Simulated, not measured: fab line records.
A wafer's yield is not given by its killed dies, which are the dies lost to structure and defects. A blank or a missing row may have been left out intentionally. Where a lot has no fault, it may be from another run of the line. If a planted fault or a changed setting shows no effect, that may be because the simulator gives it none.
Chamber matching    flow n5 finfet    rie diel-06 running N5_BEOL_M9_STRIP_19: 4 sister chambers
The step strips in O2. 14 wafers are shown with their chamber, then 7 later ones without.

## WAFERS PAIRED WITH THEIR CHAMBERS
wafer   chamber  showerhead plenum p Torr (Torr)  oes product au (a.u.)  throttle valve pct (%)
L078.1  2        2.02                             0.77                   16.75
L078.3  0        2.19                             0.69                   16.78
L078.4  1        2.17                             0.68                   16.63
L079.2  0        2.19                             0.69                   16.78
L079.3  3        2.00                             0.73                   16.85
L079.4  2        2.02                             0.78                   16.75
L081.1  1        2.17                             0.67                   16.67
L081.3  2        2.02                             0.77                   16.77
L081.6  0        2.19                             0.68                   16.80
L092.1  1        2.17                             0.67                   16.69
L092.2  2        2.01                             0.76                   16.82
L092.5  2        2.01                             0.76                   16.80
L091.1  0        2.18                             0.67                   16.84
L091.3  2        2.01                             0.75                   16.80

SIGNATURES, as means of the wafers listed above
reading                   chamber 0  chamber 1  chamber 2  chamber 3  scatter within a chamber
showerhead plenum p Torr  2.1875     2.1700     2.0150     2.0000     0.00474
oes product au            0.6825     0.6733     0.7650     0.7300     0.00944
throttle valve pct        16.8000    16.6633    16.7817    16.8500    0.0292
Rule: distance of a wafer from a chamber = root of the sum over the readings of ((wafer's reading minus chamber's mean) / reading's scatter) squared. If the next closest chamber is less than 2 further off than the closest, the wafer can't be placed; otherwise it belongs to the closest. The scatter: the root of (the sum of the squares of (reading less its chamber's mean) over the shown wafers, divided by (wafers less chambers)).

## WAFERS WITH NO CHAMBER GIVEN
wafer   showerhead plenum p Torr (Torr)  oes product au (a.u.)  throttle valve pct (%)
L091.6  2.17                             0.67                   16.69
L094.2  2.18                             0.67                   16.82
L094.3  2.01                             0.76                   16.82
L094.4  2.18                             0.67                   16.83
L095.4  2.01                             0.75                   16.80
L095.5  2.01                             0.75                   16.80
L095.6  2.18                             0.67                   16.85

## WHICH CHAMBER EACH ONE RAN IN
wafer   from the rows above      in truth
L091.6  1                        1
L094.2  0                        0
L094.3  2                        2
L094.4  0                        0
L095.4  can't be placed: 2 or 3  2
L095.5  can't be placed: 2 or 3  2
L095.6  0                        0
Placed correctly: 5 of 7. Can't be placed from these rows: 2 (the true chamber is among the candidates in 2). 0 placed wrongly.
